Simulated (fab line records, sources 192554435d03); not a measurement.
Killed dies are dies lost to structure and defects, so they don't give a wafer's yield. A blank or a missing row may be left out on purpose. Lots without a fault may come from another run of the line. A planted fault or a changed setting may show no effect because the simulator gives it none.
Split-lot experiment | flow n5_finfet | 7 lots, 39 wafers read, on a route of 1938 steps

THE SPLIT
At N5_ZERO_LAYER_DEVELOP_10 (develop time 60 s), the setting develop_time_s was moved away from the recipe's 60 s on 18 of the 39 wafers read, by -50.2% to +58.2%. The other wafers ran this setting at the recipe's value.

FROM THE SPLIT TO THE READING: what the file shows between them, 1 step
- N5_ZERO_LAYER_HARDBAKE_23: time 120 s

THE READING
cd_nm, in nm, at N5_ZERO_LAYER_CD_MEAS_11 (target cd 2000 nm). Fault-free wafers of this fab line usually give 1999.5 nm, standard deviation 1.4 nm.

wafer  | tool, chamber at the split | develop_time_s as run, s | against the recipe | cd_nm, nm | against lot-mates on the recipe
L076.1 | litho_track-05, 0          | 60                       | recipe             | 1998.1    | -
L076.2 | litho_track-05, 0          | 60                       | recipe             | 1999.1    | -
L076.3 | litho_track-05, 0          | 94.92                    | +58.2%             | 2008.9    | +10.7
L076.4 | litho_track-05, 0          | 94.92                    | +58.2%             | 2007.6    | +9.4
L076.5 | litho_track-05, 0          | 60                       | recipe             | 1997.3    | -
L076.6 | litho_track-05, 0          | 94.92                    | +58.2%             | 2008.5    | +10.3
L084.1 | litho_track-05, 0          | 60                       | recipe             | 2001.4    | -
L084.2 | litho_track-05, 0          | 60                       | recipe             | 1997.6    | -
L084.3 | litho_track-05, 0          | 91.08                    | +51.8%             | 2009.4    | +10.2
L084.4 | litho_track-05, 0          | 91.08                    | +51.8%             | 2008.9    | +9.7
L084.5 | litho_track-05, 0          | 91.08                    | +51.8%             | 2007.6    | +8.4
L084.6 | litho_track-05, 0          | 60                       | recipe             | 1998.6    | -
L085.1 | litho_track-05, 0          | 60                       | recipe             | 1998.5    | -
L085.2 | litho_track-05, 0          | 42.82                    | -28.6%             | 1991.7    | -7.9
L085.3 | litho_track-05, 0          | 42.82                    | -28.6%             | 1992.4    | -7.2
L085.4 | litho_track-05, 0          | 60                       | recipe             | 2000.9    | -
L085.5 | litho_track-05, 0          | 42.82                    | -28.6%             | 1993.6    | -6.0
L085.6 | litho_track-05, 0          | 60                       | recipe             | 1999.5    | -
L088.1 | litho_track-03, 0          | 92.14                    | +53.6%             | 2010.7    | +9.7
L088.2 | litho_track-03, 0          | 92.14                    | +53.6%             | 2010.3    | +9.3
L088.3 | litho_track-03, 0          | 60                       | recipe             | 1999.7    | -
L088.4 | litho_track-03, 0          | 60                       | recipe             | 2002.3    | -
L088.5 | litho_track-03, 0          | 92.14                    | +53.6%             | 2011.1    | +10.1
L088.6 | litho_track-03, 0          | 60                       | recipe             | 2001.1    | -
L095.1 | litho_track-02, 0          | 60                       | recipe             | 1998.9    | -
L095.3 | litho_track-02, 0          | 60                       | recipe             | 1999.7    | -
L095.6 | litho_track-02, 0          | 60                       | recipe             | 1997.3    | -
L096.1 | litho_track-03, 0          | 60                       | recipe             | 1997.6    | -
L096.2 | litho_track-03, 0          | 94.85                    | +58.1%             | 2007.7    | +8.5
L096.3 | litho_track-03, 0          | 60                       | recipe             | 1999.4    | -
L096.4 | litho_track-03, 0          | 94.85                    | +58.1%             | 2007.8    | +8.6
L096.5 | litho_track-03, 0          | 94.85                    | +58.1%             | 2006.1    | +6.9
L096.6 | litho_track-03, 0          | 60                       | recipe             | 2000.5    | -
L097.1 | litho_track-02, 0          | 60                       | recipe             | 1998.5    | -
L097.2 | litho_track-02, 0          | 29.91                    | -50.2%             | 1984.8    | -13.7
L097.3 | litho_track-02, 0          | 29.91                    | -50.2%             | 1984.4    | -14.1
L097.4 | litho_track-02, 0          | 29.91                    | -50.2%             | 1984.7    | -13.8
L097.5 | litho_track-02, 0          | 60                       | recipe             | 1999.7    | -
L097.6 | litho_track-02, 0          | 60                       | recipe             | 1997.2    | -

THE FIT
A straight line over all 39 wafers: cd_nm changes by +0.202 nm for each +1% of develop_time_s; r = +0.96; the points scatter about the line by 2 nm.
The same after taking each lot's own level away (the mean of its wafers on the recipe; 39 wafers): +0.198 nm for each +1%; r = +0.97; scatter 1.6 nm.
On that fit, the largest move of develop_time_s shifts the reading by 11 nm.
The lots' own levels span 1998.17 to 2001.03 nm, that is 2.0 times the standard deviation above.
So the lot-to-lot level changes the slope little: the two slopes agree.
Check: with one of the wafers moved furthest among these (+58.2%) left out of the fit, the line predicts +10.6 nm for it against its lot-mates. It came out at +10.7 nm against them.

THE WHOLE CHAIN: every reading that the file lists as answering this split, in the file's order
step                     | what it does             | reading                                                           | change (the file's fit)               | r (the file's)
N5_ZERO_LAYER_CD_MEAS_11 | target cd 2000 nm        | cd_nm                                                             | +0.189 nm for each +1% of the setting | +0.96
N5_ZERO_LAYER_DESCUM_16  | chemistry O2, time 7.9 s | ZERO_LAYER.cd_nm (the simulator's own value, which no gauge read) | +0.186 nm for each +1% of the setting | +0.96

THE FILE'S OWN FIT
cd_nm changes by +0.189 nm for each +1% of develop_time_s, r = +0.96.
